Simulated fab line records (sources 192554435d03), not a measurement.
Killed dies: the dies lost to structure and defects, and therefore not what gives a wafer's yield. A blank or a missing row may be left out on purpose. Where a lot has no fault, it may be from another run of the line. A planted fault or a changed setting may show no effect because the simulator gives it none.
Split-lot experiment ; flow n5 finfet ; 7 lots, 21 wafers read, on a route of 1938 steps

== THE SPLIT ==
At N5_MIM_BOT_ETCH_ETCH_03 (etches the open film in Cl2/BCl3, target depth 12 nm), the setting bias w was moved away from the recipe's 100 W on 9 of the 21 wafers read, by -16.8% to +15.2%. For the rest of the wafers, this setting stayed at what the recipe calls for.

Reading taken at the split's own step.

== THE READING ==
etch.depth nm (the simulator's own value, which no gauge read), in nm, at N5_MIM_BOT_ETCH_ETCH_03 (etches the open film in Cl2/BCl3, target depth 12 nm). The file does not state a usual value for it. Here, 12 wafers ran the recipe; their average is 12.16 nm with a standard deviation of 0.12 nm.

wafer;tool, chamber at the split;bias w as run, W;against the recipe;etch.depth nm, nm;against lot-mates on the recipe
L081.1;rie metal-03, 0;100;recipe;12.43;-
L081.2;rie metal-03, 1;115.2;+15.2%;12.82;+0.39
L081.6;rie metal-03, 0;115.2;+15.2%;13.01;+0.58
L083.1;rie metal-01, 0,1;100;recipe;12.23;-
L083.2;rie metal-01, 0,1;100;recipe;12.23;-
L083.4;rie metal-01, 0;93.71;-6.3%;11.91;-0.32
L088.1;rie metal-02, 1;91.89;-8.1%;11.73;-0.37
L088.5;rie metal-02, 0;100;recipe;12.1;-
L088.6;rie metal-02, 1;91.89;-8.1%;11.71;-0.39
L091.2;rie metal-02, 0;87.99;-12.0%;11.57;-0.42
L091.3;rie metal-02, 1;100;recipe;11.99;-
L091.5;rie metal-02, 0;87.99;-12.0%;11.59;-0.40
L090.2;rie metal-01, 0;100;recipe;12.18;-
L090.3;rie metal-01, 0;100;recipe;12.22;-
L090.4;rie metal-01, 1;100;recipe;12.25;-
L093.2;rie metal-02, 0;83.22;-16.8%;11.32;-0.69
L093.3;rie metal-02, 1;83.22;-16.8%;11.15;-0.86
L093.4;rie metal-02, 0;100;recipe;12.01;-
L092.3;rie metal-02, 0;100;recipe;12.14;-
L092.4;rie metal-02, 1;100;recipe;12.02;-
L092.6;rie metal-02, 0;100;recipe;12.1;-
Rows listing several chambers each stand for several wafers; the file does not say which wafer went through which chamber.

FIT RESULTS
A straight line over all 21 wafers: etch.depth nm changes by +0.0515 nm for each +1% of bias w; r = +0.97; the points scatter about the line by 0.11 nm.
The same after taking each lot's own level away (the mean of its wafers on the recipe; 21 wafers): +0.0387 nm for each +1%; r = +0.98; scatter 0.073 nm.
Per that fit: largest bias w move, reading shift of 0.65 nm.
The lots' own levels span 11.990 to 12.430 nm, that is 3.7 times the standard deviation above.
In other words, the slope is changed by the lot-to-lot level; the two fits disagree.
Check: with one of the wafers moved furthest among these (-16.8%) left out of the fit, the line predicts -0.672 nm for it against its lot-mates. It came out at -0.69 nm against them.

== FURTHER SPLITS ON THESE WAFERS ==
Note: prior to the reading, these wafers also went through further splits. Each is held against what the fit with the lots' levels taken away leaves over:
other split on the same wafers;wafers away from the commonest value;r with etch.depth nm (lot level and that fit taken away)
N5_BEOL_M12_COAT_04 spin rpm;7;-0.42
N5_BEOL_M13_EXPOSE_07 dose mj;6;-0.06
N5_BEOL_M13_ETCH_59 time s;8;-0.14
N5_BEOL_M14_SPUTTER_43 power w;9;+0.08
N5_BEOL_M14_DEP_53 time s;8;+0.41
N5_BEOL_M15_EXPOSE_25 dose mj;9;+0.06
N5_BEOL_M15_PEB_26 peb time s;6;-0.18
N5_MIM_BOT_LITHO_EXPOSE_05 dose mj;7;+0.01

== FILE'S OWN FIT ==
etch.depth nm changes by +0.0401 nm for each +1% of bias w, r = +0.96.
